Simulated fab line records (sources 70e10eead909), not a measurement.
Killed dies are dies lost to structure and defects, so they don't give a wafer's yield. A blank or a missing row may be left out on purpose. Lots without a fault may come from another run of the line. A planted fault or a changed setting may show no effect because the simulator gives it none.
Which tool is to blame? -- flow nand harc -- 12 lots, 36 wafers sampled, at 3 steps of a route of 1302

== WHAT EACH GAUGE READ, for each wafer ==
NHARC_A_SIN_REMOVE_INSPECT_04.
lot,measured,on,raw defect count
L075,day 21 01:22,defect inspect-01,351 391 337
L078,day 21 13:32,defect inspect-02,397 461 568
L079,day 22 07:52,defect inspect-02,275 339 350
L082,day 23 07:42,defect inspect-02,377 474 447
L083,day 24 22:17,defect inspect-02,413 490 443
L086,day 25 06:35,defect inspect-02,366 427 318
L087,day 26 05:13,defect inspect-01,478 571 411
L089,day 26 15:33,defect inspect-02,228 270 280
L090,day 26 23:54,defect inspect-01,423 361 341
L094,day 28 09:20,defect inspect-02,406 361 382
L095,day 28 22:52,defect inspect-02,409 364 401
L097,day 29 19:50,defect inspect-02,351 382 454

== WHICH TOOL RAN EACH LOT (tool, then ch and the chambers of the sampled wafers, then the start) ==
lot,NHARC_A_SLIT_ETCH_26,NHARC_A_SLIT_ETCH_29
L075,"har etch-01 ch 0,1, day 20 17:21","rie diel-10 ch 0,2,3, day 20 18:14"
L078,"har etch-01 ch 0,1, day 21 05:34","rie diel-10 ch 0,2,3, day 21 06:25"
L079,"har etch-02 ch 1, day 21 23:44","rie diel-10 ch 2,3, day 22 00:39"
L082,"har etch-02 ch 0,1, day 22 23:40","rie diel-10 ch 1,2,3, day 23 00:34"
L083,"har etch-01 ch 0,1, day 24 14:17","rie diel-10 ch 0,1,3, day 24 15:08"
L086,"har etch-01 ch 0,1, day 24 22:06","rie diel-10 ch 1,2,3, day 24 22:58"
L087,"har etch-01 ch 1, day 25 20:55","rie diel-02 ch 0,3, day 25 21:46"
L089,"har etch-02 ch 0, day 26 07:34","rie diel-02 ch 0,1,3, day 26 08:25"
L090,"har etch-02 ch 0,1, day 26 15:53","rie diel-07 ch 0,1, day 26 16:46"
L094,"har etch-02 ch 0,1, day 28 02:42","rie diel-10 ch 0,2,3, day 28 03:36"
L095,"har etch-02 ch 0,1, day 28 14:50","rie diel-07 ch 0,1,2, day 28 15:44"
L097,"har etch-02 ch 0,1, day 29 11:45","rie diel-07 ch 0,2, day 29 12:37"
- NHARC_A_SLIT_ETCH_26: etches the open film in C4F8/O2/Ar, time 90 s, target depth 400 nm.
- NHARC_A_SLIT_ETCH_29: etches the open film in CF4/O2, target depth 100 nm, overetch 10 nm, time 55 s.

== THE ANSWER, worked out from the rows above alone ==
Rule: usual is defined by the lots themselves. Put in order of their means at a reading, lots are off if they are a third of the lots or fewer, leave a main group of 4 or more, and stand apart from it by a gap of 3 or more times the standard deviation of the main group's means; of several such gaps the widest counts. A main group whose means are all the same, to the digits that the tables above print for the reading, isn't used. Also off: a lot with no number at a reading for which 4 or more lots have one. Where the step has rows for the other lots, those lots are counted as sound.
No lot is off on any of the readings shown, so nothing can be concluded from this.

== WHAT HAD BEEN PUT IN BY THE SIMULATOR ==
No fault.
